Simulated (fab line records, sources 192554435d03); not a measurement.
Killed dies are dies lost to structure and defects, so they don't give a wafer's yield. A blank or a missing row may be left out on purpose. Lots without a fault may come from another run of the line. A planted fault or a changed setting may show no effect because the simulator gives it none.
Chamber matching | flow n5_finfet | N5_STI_FIN_REVEAL_ALD_00 on ald_sin-04: 4 sister chambers
The step deposits SiO2, target thk 1 nm, pulse time 1 s. 14 wafers are shown with their chamber, then 7 later ones without.

WAFERS WITH THEIR CHAMBER
wafer  | chamber | heater_power_outer_w (W) | heater_power_w (W) | precursor_pulse_height_rel
L077.2 | 3       | 245                      | 444                | 1.027
L077.4 | 1       | 305                      | 499                | 0.996
L077.5 | 0       | 279                      | 536                | 1.041
L081.2 | 1       | 298                      | 494                | 1.016
L081.3 | 2       | 256                      | 448                | 1.021
L081.5 | 2       | 254                      | 443                | 0.989
L084.1 | 0       | 279                      | 542                | 1.008
L084.2 | 1       | 301                      | 489                | 0.954
L084.4 | 2       | 255                      | 430                | 0.998
L091.1 | 1       | 300                      | 502                | 1.002
L091.4 | 3       | 246                      | 446                | 1.025
L091.5 | 0       | 276                      | 518                | 1.012
L092.1 | 1       | 290                      | 495                | 1.017
L092.3 | 0       | 280                      | 527                | 1.013

SIGNATURES (means of the wafers above)
reading                    | chamber 0 | chamber 1 | chamber 2 | chamber 3 | scatter within a chamber
heater_power_outer_w       | 278.50    | 298.80    | 255.00    | 245.50    | 3.66
heater_power_w             | 530.75    | 495.80    | 440.33    | 445.00    | 7.77
precursor_pulse_height_rel | 1.01850   | 0.99700   | 1.00267   | 1.02600   | 0.0197
Rule: a wafer's distance from a chamber is the root of the sum, over the readings, of the square of ((its reading less the chamber's mean) divided by the reading's scatter). The wafer belongs to the nearest chamber; if the next one is less than 2 further off, it can't be placed. The scatter: the root of (the sum of the squares of (reading less its chamber's mean) over the shown wafers, divided by (wafers less chambers)).

WAFERS WITHOUT THEIR CHAMBER
wafer  | heater_power_outer_w (W) | heater_power_w (W) | precursor_pulse_height_rel
L092.6 | 242                      | 452                | 1.010
L093.2 | 300                      | 498                | 1.002
L093.4 | 253                      | 436                | 0.998
L093.6 | 298                      | 495                | 0.989
L097.1 | 288                      | 494                | 1.009
L097.3 | 274                      | 535                | 1.013
L097.5 | 248                      | 441                | 1.005

WHICH CHAMBER EACH WENT THROUGH
wafer  | from the rows above     | in truth
L092.6 | 3                       | 3
L093.2 | 1                       | 1
L093.4 | can't be placed: 2 or 3 | 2
L093.6 | 1                       | 1
L097.1 | 1                       | 1
L097.3 | 0                       | 0
L097.5 | can't be placed: 3 or 2 | 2
Placed correctly: 5 of 7. Can't be placed from these rows: 2 (the true chamber is among the candidates in 2). Placed wrongly: 0.
